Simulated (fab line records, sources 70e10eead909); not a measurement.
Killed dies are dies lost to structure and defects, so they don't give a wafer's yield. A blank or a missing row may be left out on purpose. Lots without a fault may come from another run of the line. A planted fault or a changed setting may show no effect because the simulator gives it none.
Chamber matching | flow nand_harc | NHARC_HYBRID_BOND_ACTIVATE_00 on rie_diel-04: 4 sister chambers
The step chemistry N2, time 60 s. 22 wafers are shown with their chamber, then 11 later ones without.

WAFERS WITH THEIR CHAMBER
wafer  | chamber | drypump_motor_current_A (A) | oes_product_au (a.u.) | rf_vpp_V (V)
L916.2 | 1       | 5.71                        | 0.978                 | 62.8
L916.5 | 1       | 5.73                        | 0.989                 | 64.5
L916.6 | 0       | 5.67                        | 1.011                 | 63.3
L917.2 | 0       | 5.67                        | 1.010                 | 64.8
L917.3 | 1       | 5.71                        | 0.973                 | 64.1
L917.4 | 3       | 5.86                        | 0.995                 | 63.0
L918.3 | 1       | 5.71                        | 0.981                 | 63.9
L918.4 | 0       | 5.65                        | 1.008                 | 64.0
L918.6 | 3       | 5.87                        | 1.003                 | 64.5
L919.3 | 0       | 5.68                        | 1.005                 | 65.3
L919.4 | 2       | 5.55                        | 0.970                 | 66.2
L919.5 | 0       | 5.66                        | 1.012                 | 65.3
L915.1 | 0       | 5.66                        | 1.010                 | 64.2
L915.3 | 1       | 5.68                        | 0.987                 | 65.7
L915.6 | 0       | 5.68                        | 1.012                 | 64.4
L924.1 | 3       | 5.84                        | 0.996                 | 63.7
L924.2 | 1       | 5.68                        | 1.015                 | 65.0
L924.3 | 2       | 5.52                        | 0.985                 | 65.6
L929.1 | 3       | 5.85                        | 1.001                 | 63.0
L929.4 | 0       | 5.68                        | 1.018                 | 64.4
L929.5 | 1       | 5.66                        | 1.018                 | 61.5
L933.1 | 0       | 5.65                        | 1.013                 | 64.8

SIGNATURES (means of the wafers above)
reading                 | chamber 0 | chamber 1 | chamber 2 | chamber 3 | scatter within a chamber
drypump_motor_current_A | 5.6667    | 5.6971    | 5.5350    | 5.8550    | 0.0178
oes_product_au          | 1.01100   | 0.99157   | 0.97750   | 0.99875   | 0.011
rf_vpp_V                | 64.500    | 63.929    | 65.900    | 63.550    | 0.966
Rule: a wafer's distance from a chamber is the root of the sum, over the readings, of the square of ((its reading less the chamber's mean) divided by the reading's scatter). The wafer belongs to the nearest chamber; if the next one is less than 2 further off, it can't be placed. The scatter: the root of (the sum of the squares of (reading less its chamber's mean) over the shown wafers, divided by (wafers less chambers)).

WAFERS WITHOUT THEIR CHAMBER
wafer  | drypump_motor_current_A (A) | oes_product_au (a.u.) | rf_vpp_V (V)
L933.3 | 5.86                        | 1.004                 | 63.5
L933.6 | 5.85                        | 0.993                 | 65.0
L932.1 | 5.68                        | 1.010                 | 62.4
L932.3 | 5.66                        | 1.020                 | 64.7
L932.6 | 5.67                        | 1.017                 | 64.5
L936.1 | 5.83                        | 0.987                 | 64.0
L936.2 | 5.53                        | 0.972                 | 63.9
L936.6 | 5.52                        | 0.990                 | 64.7
L937.2 | 5.62                        | 1.026                 | 63.8
L937.3 | 5.84                        | 0.988                 | 63.7
L937.6 | 5.86                        | 0.988                 | 62.5

WHICH CHAMBER EACH WENT THROUGH
wafer  | from the rows above     | in truth
L933.3 | 3                       | 3
L933.6 | 3                       | 3
L932.1 | can't be placed: 0 or 1 | 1
L932.3 | 0                       | 0
L932.6 | 0                       | 0
L936.1 | 3                       | 3
L936.2 | 2                       | 2
L936.6 | 2                       | 2
L937.2 | 0                       | 0
L937.3 | 3                       | 3
L937.6 | 3                       | 3
Placed correctly: 10 of 11. Can't be placed from these rows: 1 (the true chamber is among the candidates in 1). Placed wrongly: 0.
